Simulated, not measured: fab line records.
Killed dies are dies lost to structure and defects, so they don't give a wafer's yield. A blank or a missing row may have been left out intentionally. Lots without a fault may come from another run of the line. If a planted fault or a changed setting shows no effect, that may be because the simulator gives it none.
fab line records ; flow n5_finfet
record lots=11; wafers=30; last_day=19
route steps=1938 shown BEOL_M11@1559 PASSIVATION@1936
lots that met no fault: taken from a fault-free run of the same line
start_h: start of the lot's first displayed wafer, in hours after the record's first day ; wait_h: hours from the lot's prior step to this one ; " unchanged from the row above ; L1.1+2: a row that stands for several wafers ; - no value, or no start was given ; * or withheld: withheld ; < > ~ a bound
route shown NAME@n: names a module that has steps shown in the file, with the first one's number in the route ; usual: the fault-free wafers' mean and standard deviation ; same: alike in all rows ; chamber/n: place in a boat ; sites: the reading at each site ; _std_site: how widely they spread, as a standard deviation ; _edge_site: mean of outer sites minus mean of inner sites ; radius_mm: for every site, how far away it sits from the centre of the wafer ; mask NAME#n: copy n ; behind: the last tool/chamber to shape the wafer ; hold: what put the lot on hold/how long, in hours/how the hold closed ; device: the transistor (n, p or np) that didn't switch ; end of line: tests run on the same wafers once the route is complete ; a step without rows: its recipe alone ; killed: not the wafer's yield, but the dies lost to structure and defects at the first sort ; map: dies across one wafer; x = killed, . = not, _ = none there
set.NAME: the setting as run; set.NAME@STEP: as run at that earlier step ; model.NAME: the simulator's own value behind a step, which no gauge read
steps of the route over a sample of lots; a table a step, a row a wafer
services: when a tool's chamber went out of use (start_h, in hours from the record's first day, below 0 if earlier), for how many hours, and the reason
## steps
# step N5_BEOL_M11_CD_MEAS_18
# recipe pitch_nm=140; target_cd_nm=70
# usual cd_nm=69.8/0.88
lot.wafer;tool;chamber;start_h;wait_h;cd_nm
L370.1;cd_sem-01;-;253.39;0.0;68.8
L370.2;cd_sem-01;-;253.39;0.0;69.3
L370.6;cd_sem-01;-;253.39;0.0;69.3
L369.5;cd_sem-01;-;263.42;0.0;72.0
L369.6;cd_sem-01;-;263.42;0.0;71.8
L378.2;cd_sem-03;-;319.92;0.1;68.7
L378.5;cd_sem-03;-;319.92;0.1;70.1
L377.2;cd_sem-01;-;331.47;0.1;69.3
L377.4;cd_sem-01;-;331.47;0.1;69.8
L381.1;cd_sem-01;-;332.27;0.0;72.0
L381.2;cd_sem-01;-;332.27;0.0;70.5
L381.3;cd_sem-01;-;332.27;0.0;71.1
L383.1;cd_sem-03;-;349.09;0.0;69.7
L383.4;cd_sem-03;-;349.09;0.0;69.6
L383.5;cd_sem-03;-;349.09;0.0;69.4
L384.1;cd_sem-02;-;359.23;0.0;70.4
L384.3;cd_sem-02;-;359.23;0.0;68.7
L384.6;cd_sem-02;-;359.23;0.0;70.3
L387.1;cd_sem-03;-;371.01;0.0;69.2
L387.3;cd_sem-03;-;371.01;0.0;68.1
L387.6;cd_sem-03;-;371.01;0.0;70.0
L389.4;cd_sem-03;-;390.58;0.1;69.3
L389.5;cd_sem-03;-;390.58;0.1;69.2
L389.6;cd_sem-03;-;390.58;0.1;68.9
L390.1;cd_sem-03;-;396.14;0.0;71.3
L390.2;cd_sem-03;-;396.14;0.0;70.3
L390.4;cd_sem-03;-;396.14;0.0;71.3
L391.2;cd_sem-03;-;397.92;0.1;71.3
L391.5;cd_sem-03;-;397.92;0.1;70.9
L391.6;cd_sem-03;-;397.92;0.1;69.5
# step N5_BEOL_M11_INSPECT_30
# recipe mode=adi; inspect_instrument=brightfield
# usual raw_defect_count=392/110
lot.wafer;tool;chamber;start_h;wait_h;raw_defect_count
L370.1;defect_inspect-01;-;253.91;0.0;267
L370.2;defect_inspect-01;-;253.91;0.0;278
L370.6;defect_inspect-01;-;253.91;0.0;400
L369.5;defect_inspect-02;-;264.95;0.2;386
L369.6;defect_inspect-02;-;264.95;0.2;328
L378.2;defect_inspect-02;-;320.39;0.0;371
L378.5;defect_inspect-02;-;320.39;0.0;323
L377.2;defect_inspect-02;-;332.04;0.0;344
L377.4;defect_inspect-02;-;332.04;0.0;356
L381.1;defect_inspect-02;-;333.50;0.0;391
L381.2;defect_inspect-02;-;333.50;0.0;333
L381.3;defect_inspect-02;-;333.50;0.0;356
L383.1;defect_inspect-02;-;351.19;0.0;322
L383.4;defect_inspect-02;-;351.19;0.0;335
L383.5;defect_inspect-02;-;351.19;0.0;237
L384.1;defect_inspect-01;-;360.64;0.0;396
L384.3;defect_inspect-01;-;360.64;0.0;327
L384.6;defect_inspect-01;-;360.64;0.0;353
L387.1;defect_inspect-02;-;374.52;0.0;349
L387.3;defect_inspect-02;-;374.52;0.0;311
L387.6;defect_inspect-02;-;374.52;0.0;254
L389.4;defect_inspect-02;-;392.01;0.0;247
L389.5;defect_inspect-02;-;392.01;0.0;199
L389.6;defect_inspect-02;-;392.01;0.0;320
L390.1;defect_inspect-01;-;396.85;0.0;364
L390.2;defect_inspect-01;-;396.85;0.0;430
L390.4;defect_inspect-01;-;396.85;0.0;529
L391.2;defect_inspect-01;-;399.78;0.0;390
L391.5;defect_inspect-01;-;399.78;0.0;525
L391.6;defect_inspect-01;-;399.78;0.0;640
# step N5_BEOL_M11_ETCH_65
# recipe chemistry=CF4; target=SiARC; target_depth_a=390; mask_material=CAR-ArF; time_s=65; ion_energy_ev=80; pressure_mtorr=40; source_w=545; bias_w=36; Ar_flow_sccm=100; cf4_flow_sccm=100; ends=cleared
# usual drypump_motor_current_A=5.5/0.4; etch_rf_on_time_s=64.0/2.4; oes_product_au=0.70/0.06; rf_fwd_power_W=538.2/2.2; rf_vpp_V=184.1/0.96; showerhead_plenum_p_Torr=2.14/0.05; throttle_valve_pct=15.58/0.22
lot.wafer;tool;chamber;start_h;wait_h;drypump_motor_current_A;etch_rf_on_time_s;oes_product_au;rf_fwd_power_W;rf_hours_counter_h;rf_vpp_V;showerhead_plenum_p_Torr;throttle_valve_pct
L370.1;rie_diel-04;3;253.98;0.0;5.2;62.8;0.77;537.5;32;182.0;2.10;15.43
L370.2;rie_diel-04;1;253.98;0.0;5.6;62.5;0.83;541.2;10;184.4;2.18;15.55
L370.6;rie_diel-04;3;253.98;0.0;5.2;63.2;0.76;537.4;-;184.5;2.10;15.43
L369.5;rie_diel-01;3;265.23;0.0;5.3;63.1;0.70;539.7;-;184.3;2.16;15.65
L369.6;rie_diel-01;2;265.23;0.0;5.1;60.8;0.72;541.9;-;183.0;2.17;15.69
L378.2;rie_diel-01;2;320.70;0.0;5.1;94.0;0.57;-;113;184.8;2.17;15.72
L378.5;rie_diel-01;3;320.70;0.0;5.3;64.8;0.68;540.3;-;184.4;2.15;15.70
L377.2;rie_diel-01;2;332.35;0.0;5.1;92.5;0.57;-;117;185.3;2.17;15.72
L377.4;rie_diel-01;1;332.35;0.0;5.8;67.5;0.61;534.5;201;183.8;2.21;15.68
L381.1;rie_diel-04;1;333.56;0.0;5.6;61.6;0.77;539.6;44;184.7;2.17;15.62
L381.2;rie_diel-04;3;333.56;0.0;5.1;63.4;0.73;537.4;66;183.7;2.09;15.48
L381.3;rie_diel-04;0;333.56;0.0;5.3;64.9;0.76;541.1;26;184.2;2.19;15.74
L383.1;rie_diel-04;1;351.26;0.0;5.6;61.8;0.76;543.3;51;183.8;2.17;15.64
L383.4;rie_diel-04;0;351.26;0.0;5.3;64.7;0.74;540.4;-;185.2;2.19;15.75
L383.5;rie_diel-04;1;351.26;0.0;5.6;62.5;0.76;540.1;-;184.3;2.17;15.61
L384.1;rie_diel-04;3;360.71;0.0;5.1;63.5;0.71;541.1;76;184.3;2.09;15.52
L384.3;rie_diel-04;1;360.71;0.0;5.6;61.9;0.75;540.5;54;184.1;2.16;15.63
L384.6;rie_diel-04;1;360.71;0.0;5.6;61.4;0.76;540.7;-;184.4;2.16;15.62
L387.1;rie_diel-06;2;374.59;0.0;5.3;65.9;0.66;536.0;114;183.3;2.16;15.39
L387.3;rie_diel-06;1;374.59;0.0;5.8;64.1;0.76;536.0;35;183.2;2.09;15.19
L387.6;rie_diel-06;0;374.59;0.0;5.5;65.0;0.59;537.0;-;182.9;2.04;16.18
L389.4;rie_diel-01;0;392.17;0.0;6.4;65.3;0.71;537.6;70;182.3;2.08;15.25
L389.5;rie_diel-01;2;392.17;0.0;5.1;60.4;0.68;537.1;-;185.2;2.16;15.79
L389.6;rie_diel-01;3;392.17;0.0;5.3;63.2;0.67;541.6;-;183.8;2.15;15.73
L390.1;rie_diel-01;3;397.04;0.0;5.3;63.2;0.67;538.7;157;184.4;2.15;15.71
L390.2;rie_diel-01;1;397.04;0.0;5.7;69.7;0.59;536.7;221;183.3;2.20;15.70
L390.4;rie_diel-01;0;397.04;0.0;6.3;65.1;0.71;535.9;70;183.9;2.08;15.24
L391.2;rie_diel-04;2;399.84;0.0;5.6;60.6;0.65;537.6;174;183.3;2.03;15.54
L391.5;rie_diel-04;3;399.84;0.0;5.2;62.6;0.70;534.2;-;183.0;2.08;15.56
L391.6;rie_diel-04;0;399.84;0.0;5.3;64.5;0.72;538.5;-;185.3;2.18;15.82
# step N5_BEOL_M11_ETCH_41
# recipe chemistry=CH3F/O2; target=SiCN; target_depth_a=426; taper_deg=2; time_s=86; ion_energy_ev=120; mask_material=TiN; pressure_mtorr=30; source_w=395; bias_w=75; Ar_flow_sccm=150; CH3F_flow_sccm=30; O2_flow_sccm=20
# usual drypump_motor_current_A=5.5/0.4; oes_product_au=0.82/0.069; rf_fwd_power_W=392.3/1.5; rf_vpp_V=297.2/1.4; showerhead_plenum_p_Torr=2.00/0.056; throttle_valve_pct=16.31/0.25
lot.wafer;tool;chamber;start_h;wait_h;drypump_motor_current_A;oes_product_au;rf_fwd_power_W;rf_hours_counter_h;rf_vpp_V;showerhead_plenum_p_Torr;throttle_valve_pct
L370.1;rie_diel-04;3;-;-;5.1;0.90;391.3;32;296.2;1.97;16.20
L370.2;rie_diel-04;1;-;-;5.6;0.96;392.9;10;298.3;2.05;16.33
L370.6;rie_diel-04;3;-;-;5.1;0.89;393.9;-;297.2;1.97;16.21
L369.5;rie_diel-01;3;-;-;5.3;0.82;393.4;-;297.9;2.03;16.46
L369.6;rie_diel-01;2;-;-;5.1;0.83;393.1;-;298.1;2.03;16.39
L378.2;rie_diel-01;2;-;-;5.1;0.82;391.7;113;297.8;2.02;16.43
L378.5;rie_diel-01;3;-;-;5.3;0.79;394.1;-;296.8;2.03;16.49
L377.2;rie_diel-01;2;-;-;5.1;0.82;392.9;117;297.2;2.02;16.43
L377.4;rie_diel-01;1;-;-;5.8;0.73;392.2;201;299.3;2.08;16.50
L381.1;rie_diel-04;1;-;-;5.6;0.88;391.1;45;299.6;2.04;16.38
L381.2;rie_diel-04;3;-;-;5.2;0.83;391.1;66;295.9;1.95;16.25
L381.3;rie_diel-04;0;-;-;5.3;0.88;392.1;27;297.4;2.05;16.48
L383.1;rie_diel-04;1;-;-;5.6;0.88;390.4;51;299.1;2.04;16.41
L383.4;rie_diel-04;0;-;-;5.3;0.87;395.0;-;298.0;2.05;16.47
L383.5;rie_diel-04;1;-;-;5.6;0.89;392.0;-;298.0;2.04;16.42
L384.1;rie_diel-04;3;-;-;5.2;0.83;391.2;76;296.2;1.95;16.27
L384.3;rie_diel-04;1;-;-;5.6;0.88;393.6;54;298.7;2.04;16.42
L384.6;rie_diel-04;1;-;-;5.6;0.89;392.2;-;296.0;2.04;16.41
L387.1;rie_diel-06;2;-;-;5.4;0.77;390.7;114;296.8;2.02;16.11
L387.3;rie_diel-06;1;-;-;5.8;0.88;393.8;36;294.2;1.94;15.85
L387.6;rie_diel-06;0;-;-;5.5;0.69;390.7;-;295.0;1.89;16.81
L389.4;rie_diel-01;0;-;-;6.3;0.83;391.9;70;295.2;1.93;15.89
L389.5;rie_diel-01;2;-;-;5.1;0.79;390.8;-;297.6;2.01;16.47
L389.6;rie_diel-01;3;-;-;5.3;0.78;395.4;-;296.7;2.02;16.53
L390.1;rie_diel-01;3;-;-;5.3;0.78;392.0;157;297.0;2.02;16.52
L390.2;rie_diel-01;1;-;-;5.8;0.71;393.0;221;299.7;2.08;16.54
L390.4;rie_diel-01;0;-;-;6.3;0.85;391.8;71;297.5;1.93;15.90
L391.2;rie_diel-04;2;-;-;5.6;0.74;393.5;174;294.4;1.89;16.21
L391.5;rie_diel-04;3;-;-;5.1;0.81;393.5;-;295.6;1.95;16.33
L391.6;rie_diel-04;0;-;-;5.3;0.84;394.9;-;297.7;2.04;16.51
# step N5_PASSIVATION_PROBE_49
# usual defect_limited_yield=91.0/1.4; killed_at_M0_to_M3=34/10; killed_at_M4_up=15/5.5; killed_at_contacts=12/6.1; killed_at_front_end=41/12; killed_at_other=4/3.4; killed_dies=106/17; killed_open=70/13; killed_short=34/7.4; sort_bin_4_leakage=0.01/0.065; sort_bin_5_function=5.3/1; sort_bin_6_memory=3.4/0.69; sort_bin_8_speed=0.03/0.22; sort_n_pass=1073/17; sort_yield_pct=91.0/1.4
# same gross_dies=1180; killed_at_back_side=0
lot.wafer;tool;chamber;start_h;wait_h;defect_limited_yield[%];killed_at_M0_to_M3;killed_at_M4_up;killed_at_contacts;killed_at_front_end;killed_at_other;killed_dies;killed_open;killed_short;sort_bin_4_leakage[%];sort_bin_5_function[%];sort_bin_6_memory[%];sort_bin_8_speed[%];sort_n_pass;sort_yield_pct[%]
L378.2;prober-01;-;373.37;0.1;89.0;51;23;17;37;2;130;82;47;0;6.7;4.2;0;1050;89.0
L378.5;prober-01;-;373.52;0.2;89.4;25;18;15;62;5;125;91;32;0;5.9;4.2;0;1055;89.4
L377.2;prober-01;-;383.94;0.1;91.1;34;20;9;28;14;105;72;32;0;5.2;3.5;0;1075;91.1
L389.4;prober-02;-;436.17;0.2;91.3;33;16;13;39;2;103;69;32;0;3.6;4.7;0;1077;91.3
L389.5;prober-02;-;436.22;0.2;90.7;26;17;8;57;2;110;64;46;0;5.2;3.6;0;1070;90.7
L389.6;prober-02;-;436.27;0.3;90.2;37;18;8;51;2;116;74;41;0;6.1;3.3;0.08;1063;90.1
# killed by level:class
L378.2 MOL_CONTACT_COAG:geometric_particle:open=15 BEOL_M4:geometric_particle:open=14 FIN_SAQP:geometric_particle:open=12 BEOL_M0_SAQP:geometric_particle:short=12 BEOL_M1:geometric_particle:short=10 STI_FIN_REVEAL:geometric_particle:open=9 BEOL_M0_SAQP:geometric_particle:open=8 FIN_SAQP:geometric_particle:short=7
L378.5 FIN_SAQP:geometric_particle:open=30 STI_FIN_REVEAL:geometric_particle:open=14 MOL_CONTACT_COAG:geometric_particle:open=13 FIN_SAQP:geometric_particle:short=7 BEOL_M4:geometric_particle:open=7 BEOL_M1:geometric_particle:open=6 BEOL_M0:geometric_particle:open=5 BEOL_M0_SAQP:geometric_particle:open=4
L377.2 BEOL_M0_SAQP:geometric_particle:short=10 BEOL_M0_SAQP:geometric_particle:open=10 BEOL_M4:geometric_particle:open=10 MOL_CONTACT_COAG:geometric_particle:open=9 BEOL_M0:geometric_particle:open=6 BEOL_M2:geometric_particle:open=6 STI_FIN_REVEAL:geometric_particle:open=5 FIN_SAQP:geometric_particle:short=4
L389.4 BEOL_M0_SAQP:geometric_particle:open=15 MOL_CONTACT_COAG:geometric_particle:open=10 FIN_SAQP:geometric_particle:open=9 BEOL_M0_SAQP:geometric_particle:short=8 FIN_SAQP:geometric_particle:short=7 BEOL_M4:geometric_particle:open=6 STI_FIN_REVEAL:geometric_particle:open=5 DUMMY_GATE:geometric_particle:open=4
L389.5 FIN_SAQP:geometric_particle:open=12 BEOL_M0_SAQP:geometric_particle:short=9 FIN_SAQP:geometric_particle:short=8 STI_FIN_REVEAL:geometric_particle:open=7 GATE_CUT:geometric_particle:short=7 DUMMY_GATE:geometric_particle:open=6 MOL_CONTACT_COAG:geometric_particle:open=5 BEOL_M4:geometric_particle:open=5
L389.6 STI_FIN_REVEAL:geometric_particle:open=13 FIN_SAQP:geometric_particle:open=12 BEOL_M0_SAQP:geometric_particle:short=11 FIN_SAQP:geometric_particle:short=8 BEOL_M0_SAQP:geometric_particle:open=8 MOL_CONTACT_COAG:geometric_particle:open=6 DUMMY_GATE:geometric_particle:open=5 DUMMY_GATE:geometric_particle:short=5
## services
tool;chamber;start_h;hours;kind
rie_diel-06;1;234.66;-;clean
rie_diel-06;1;234.66;-;consumable_replace:focus_ring
rie_diel-06;1;234.66;20.9;scheduled_down
rie_diel-06;1;234.66;20.9;vent_cycle
rie_diel-01;3;236.89;6.2;repair
rie_diel-04;0;247.43;-;clean
rie_diel-04;0;247.43;-;consumable_replace:focus_ring
rie_diel-04;2;263.90;132.0;repair
rie_diel-04;0;299.51;10.4;repair
rie_diel-04;-;346.82;2.8;pm
rie_diel-06;1;355.26;8.1;repair
rie_diel-04;0;361.54;4.1;repair
rie_diel-06;2;379.93;9.8;repair
rie_diel-06;3;391.55;-;clean
rie_diel-06;3;391.55;-;consumable_replace:focus_ring
rie_diel-06;3;391.55;23.5;scheduled_down
rie_diel-06;3;391.55;23.5;vent_cycle
rie_diel-04;1;394.79;8.6;repair
## key
first_sign step=N5_BEOL_M11_ETCH_65; reading=etch_rf_on_time_s; direction=up; sigmas=12; usual=*; struck=*
effect none on later readings
met_at N5_BEOL_M11_ETCH_65
struck_lots L377,L378
struck_wafers L377.2,L378.2
not_acting_at N5_BEOL_M11_CD_MEAS_18,N5_BEOL_M11_INSPECT_30,N5_BEOL_M11_ETCH_41
onset_between 265.23 320.70
fault kind=process_parameter_drift; tool=rie_diel-01; chamber=-; onset_h=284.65; steps=N5_BEOL_M11_ETCH_65; channel=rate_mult; offset=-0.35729; shape=step; end_h=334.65; scope=struck_wafers_only
